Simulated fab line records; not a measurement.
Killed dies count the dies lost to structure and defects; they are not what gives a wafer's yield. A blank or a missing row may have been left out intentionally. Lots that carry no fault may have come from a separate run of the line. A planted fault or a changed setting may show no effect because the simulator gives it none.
A lot that was struck, set against a sound lot :: flow n5Finfet :: 14 out of 1938 route steps
Sound: the wafers L504.1, L504.3, L504.6. Struck: wafer L520.1; the same lot's L520.4 was not struck, so it is left out; see the end for the cause.
At each step with rows: each side's tool, then ch and its chambers, then its first start. Under that, the readings that differ: sound wafers :: struck wafers :: difference of the means :: sigmas: that difference in standard deviations of wafers without a fault.
alike: readings with means less than 2 such deviations apart, plus words and numbers identical on both sides. not compared: withheld readings, readings lacking a value on some wafer, bounds such as >300 that could conceal the same value, and numbers that have no deviation in the record and whose values overlap.
The two part at a step that has a row with sigmas, a row that says differs or no value, or rows on one side only. Non-overlapping numbers with no deviation appear without sigmas and do not part them. A reading that every wafer of one side lacks parts them only if that side has two wafers or more.

N5_BEOL_M15_OVL_MEAS_11:
  sound on overlay-01 ch 0, day 11 04:05; struck on overlay-02 ch 0, day 18 04:13
  alike: V14_OVL
N5_BEOL_M15_INSPECT_12: inspects for defects (macro).
  sound: defectInspect-01 at day 11 04:06; struck: defectInspect-02 at day 18 04:14
  alike: rawDefectCount
N5_BEOL_M15_DESCUM_15: chemistry O2, time 7.9 s.
  sound on rieDiel-05 ch 1,2, day 11 04:12; struck on rieDiel-01 ch 0, day 18 04:17
  alike: drypumpMotorCurrentA, oesProductAu, rfVppV, showerheadPlenumPTorr, throttleValvePct
  not compared: rfHoursCounterH
N5_BEOL_M15_ETCH_59: etches BARC in N2/H2, target depth 89 nm, overetch 26.7 nm, time 67.9 s.
  sound on rieDiel-05 ch 1,2, day 11 04:14; struck on rieDiel-01 ch 0, day 18 04:19
  alike: drypumpMotorCurrentA, oesProductAu, rfVppV, showerheadPlenumPTorr, throttleValvePct
  not compared: rfHoursCounterH
N5_BEOL_M15_VIA_ETCH_16: etches SiO2 in C4F8/O2/Ar, target depth 1792.2 nm.
  sound on rieDiel-05 ch 1,2, day 11 04:17; struck on rieDiel-01 ch 0, day 18 04:22
reading: rfVppV (V)
sound: 2174 2224 2172
struck: 2302
difference: +112
sigmas: +3
  alike: drypumpMotorCurrentA, heInnerTorr, oesProductAu, showerheadPlenumPTorr, throttleValvePct
N5_BEOL_M15_STRIP_63: strips in O2.
  sound: rieDiel-05 ch 1,2; struck: rieDiel-01 ch 0
  alike: drypumpMotorCurrentA, oesProductAu, rfVppV, showerheadPlenumPTorr, throttleValvePct
  not compared: rfHoursCounterH
then, 3 steps without rows for these wafers: N5_BEOL_M15_STRIP_64 (strips in O2); N5_BEOL_M15_STRIP_65 (strips in post etch residue remover, time 60 s); N5_BEOL_M15_SRD_66 (time 30 s, dry time 30 s).
N5_BEOL_M15_CD_MEAS_17: the cd target is 360 nm.
  sound: cdSem-03 at day 11 04:42; struck: cdSem-01 at day 18 04:47
  alike: cdNm
then, 1 step without rows for these wafers: N5_BEOL_M15_COAT_56 (time 60 s, resist thk 550 nm).
N5_BEOL_M15_ETCH_57: etches SOC in N2/H2, time 750 s.
  sound on rieDiel-05 ch 0,1,3, day 11 04:52; struck on rieDiel-01 ch 1, day 18 04:53
reading: throttleValvePct (%)
sound: 18.15 17.78 17.95
struck: 17.47
difference: -0.49
sigmas: -2
  alike: drypumpMotorCurrentA, oesProductAu, rfVppV, showerheadPlenumPTorr
  not compared: rfHoursCounterH
N5_BEOL_M15_COAT_60: time 60 s, resist thk 89 nm.
  sound on lithoTrack-04 ch 0, day 11 05:23; struck on lithoTrack-03 ch 0, day 18 05:23
reading: heaterPowerTotalW (W)
sound: 393.7 389.5 390.3
struck: 418.7
difference: +27.5
sigmas: +21

reading: runLengthS (s)
sound: 66.07 66.07 66.10
struck: 59.53
difference: -6.55
sigmas: -36
  alike: dispensePressureKPa
then, 1 step without rows for these wafers: N5_BEOL_M15_COAT_22 (resist thk 800 nm).

WHERE THEY PART
Earliest at N5_BEOL_M15_VIA_ETCH_16; latest, in this record, at N5_BEOL_M15_COAT_60.

WHY: whatever the simulator had introduced
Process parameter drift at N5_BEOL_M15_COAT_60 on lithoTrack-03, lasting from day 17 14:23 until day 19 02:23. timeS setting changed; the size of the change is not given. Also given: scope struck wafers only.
